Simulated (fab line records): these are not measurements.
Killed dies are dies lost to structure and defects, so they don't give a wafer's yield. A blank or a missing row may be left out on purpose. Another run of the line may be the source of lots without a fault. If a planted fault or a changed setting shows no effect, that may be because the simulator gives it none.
Split-lot study :: flow n5-finfet :: 21 wafers read across 7 lots, on a route 1938 steps long

SPLIT DETAILS
At N5_BEOL_M9_COAT_60 (time 60 s, resist thk 30 nm), the setting spin-rpm was moved away from the recipe's 1500 rpm on 7 of the 21 wafers read, by -2.9% to +9.8%. For the rest of the wafers, this setting stayed at what the recipe calls for.

FROM THE SPLIT TO THE READING: what the file shows between them, 4 steps
- N5_BEOL_M9_COAT_05: resist thk 90 nm (also split here: spin-rpm)
- N5_BEOL_M9_EBR_07
- N5_BEOL_M9_SOFTBAKE_06: time 60 s
- N5_BEOL_M9_DESCUM_16: chemistry O2, time 7.9 s

THE READING
etch.depth-nm (the simulator's own value, which no gauge read), in nm, at N5_BEOL_M9_ETCH_61 (etches SiARC in CF4, target depth 39 nm, time 65 s). The file does not state a usual value for it. The 14 wafers here that ran the recipe average 29.98 nm, standard deviation 0.058 nm.

wafer: L077.3
tool, chamber at the split: litho-track-03, 0
spin-rpm as run, rpm: 1500
against the recipe: recipe
etch.depth-nm, nm: 29.92
against lot-mates on the recipe: -

wafer: L077.4
tool, chamber at the split: litho-track-03, 0
spin-rpm as run, rpm: 1500
against the recipe: recipe
etch.depth-nm, nm: 29.95
against lot-mates on the recipe: -

wafer: L077.5
tool, chamber at the split: litho-track-03, 0
spin-rpm as run, rpm: 1611
against the recipe: +7.4%
etch.depth-nm, nm: 28.91
against lot-mates on the recipe: -1.03

wafer: L079.3
tool, chamber at the split: litho-track-01, 0
spin-rpm as run, rpm: 1500
against the recipe: recipe
etch.depth-nm, nm: 30.04
against lot-mates on the recipe: -

wafer: L079.4
tool, chamber at the split: litho-track-01, 0
spin-rpm as run, rpm: 1500
against the recipe: recipe
etch.depth-nm, nm: 29.96
against lot-mates on the recipe: -

wafer: L079.6
tool, chamber at the split: litho-track-01, 0
spin-rpm as run, rpm: 1500
against the recipe: recipe
etch.depth-nm, nm: 29.93
against lot-mates on the recipe: -

wafer: L080.2
tool, chamber at the split: litho-track-04, 0
spin-rpm as run, rpm: 1647
against the recipe: +9.8%
etch.depth-nm, nm: 28.78
against lot-mates on the recipe: -1.34

wafer: L080.3
tool, chamber at the split: litho-track-04, 0
spin-rpm as run, rpm: 1500
against the recipe: recipe
etch.depth-nm, nm: 30.12
against lot-mates on the recipe: -

wafer: L080.6
tool, chamber at the split: litho-track-04, 0
spin-rpm as run, rpm: 1647
against the recipe: +9.8%
etch.depth-nm, nm: 28.59
against lot-mates on the recipe: -1.53

wafer: L083.2
tool, chamber at the split: litho-track-04, 0
spin-rpm as run, rpm: 1500
against the recipe: recipe
etch.depth-nm, nm: 29.93
against lot-mates on the recipe: -

wafer: L083.3
tool, chamber at the split: litho-track-04, 0
spin-rpm as run, rpm: 1500
against the recipe: recipe
etch.depth-nm, nm: 30.06
against lot-mates on the recipe: -

wafer: L083.6
tool, chamber at the split: litho-track-04, 0
spin-rpm as run, rpm: 1500
against the recipe: recipe
etch.depth-nm, nm: 30
against lot-mates on the recipe: -

wafer: L087.3
tool, chamber at the split: litho-track-04, 0
spin-rpm as run, rpm: 1643
against the recipe: +9.5%
etch.depth-nm, nm: 28.69
against lot-mates on the recipe: -1.30

wafer: L087.4
tool, chamber at the split: litho-track-04, 0
spin-rpm as run, rpm: 1500
against the recipe: recipe
etch.depth-nm, nm: 29.97
against lot-mates on the recipe: -

wafer: L087.5
tool, chamber at the split: litho-track-04, 0
spin-rpm as run, rpm: 1500
against the recipe: recipe
etch.depth-nm, nm: 30.02
against lot-mates on the recipe: -

wafer: L090.2
tool, chamber at the split: litho-track-01, 0
spin-rpm as run, rpm: 1543
against the recipe: +2.9%
etch.depth-nm, nm: 29.46
against lot-mates on the recipe: -0.47

wafer: L090.4
tool, chamber at the split: litho-track-01, 0
spin-rpm as run, rpm: 1500
against the recipe: recipe
etch.depth-nm, nm: 29.92
against lot-mates on the recipe: -

wafer: L090.6
tool, chamber at the split: litho-track-01, 0
spin-rpm as run, rpm: 1500
against the recipe: recipe
etch.depth-nm, nm: 29.94
against lot-mates on the recipe: -

wafer: L094.2
tool, chamber at the split: litho-track-04, 0
spin-rpm as run, rpm: 1500
against the recipe: recipe
etch.depth-nm, nm: 29.95
against lot-mates on the recipe: -

wafer: L094.4
tool, chamber at the split: litho-track-04, 0
spin-rpm as run, rpm: 1457
against the recipe: -2.9%
etch.depth-nm, nm: 30.47
against lot-mates on the recipe: +0.52

wafer: L094.6
tool, chamber at the split: litho-track-04, 0
spin-rpm as run, rpm: 1457
against the recipe: -2.9%
etch.depth-nm, nm: 30.49
against lot-mates on the recipe: +0.54

FIT RESULTS
A straight line over all 21 wafers: etch.depth-nm changes by -0.139 nm for each +1% of spin-rpm; r = -0.99; the points scatter about the line by 0.077 nm.
The same after taking each lot's own level away (the mean of its wafers on the recipe; 21 wafers): -0.146 nm for each +1%; r = -0.99; scatter 0.06 nm.
On that fit, the largest move of spin-rpm shifts the reading by 1.4 nm.
The span of the lots' own levels, 29.930 to 30.120 nm, comes to 3.3 times the standard deviation stated above.
The two slopes are in agreement: the lot-to-lot level therefore moves the slope only a little.
Check: for one of the wafers moved furthest among these (+9.8%), held out of the fit, the line's prediction against its lot-mates is -1.45 nm. It came out at -1.34 nm against them.

OTHER SPLITS ON THESE WAFERS
Note: prior to the reading, these wafers also went through further splits. Each is held against what the fit with the lots' levels taken away leaves over:
other split on the same wafers: N5_BEOL_M7_EXPOSE_08 dose-mj
wafers away from the commonest value: 10
r with etch.depth-nm (lot level and that fit taken away): -0.08

other split on the same wafers: N5_BEOL_M8_PECVD_70 temp-c
wafers away from the commonest value: 8
r with etch.depth-nm (lot level and that fit taken away): +0.34

other split on the same wafers: N5_BEOL_M9_COAT_05 spin-rpm
wafers away from the commonest value: 7
r with etch.depth-nm (lot level and that fit taken away): +0.03

THE WHOLE CHAIN: every reading that the file lists as answering this split, in the file's order
step: N5_BEOL_M9_COAT_60
what it does: time 60 s, resist thk 30 nm
reading: SiARC_of_BEOL_M9_COAT_60.thk-nm (the simulator's own value, which no gauge read)
change (the file's fit): -0.148 nm for each +1% of the setting
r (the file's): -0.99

step: N5_BEOL_M9_ETCH_61
what it does: etches SiARC in CF4, target depth 39 nm, time 65 s
reading: etch.depth-nm (the simulator's own value, which no gauge read)
change (the file's fit): -0.143 nm for each +1% of the setting
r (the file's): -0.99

THE FILE'S OWN FIT
etch.depth-nm changes by -0.143 nm for each +1% of spin-rpm, r = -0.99.
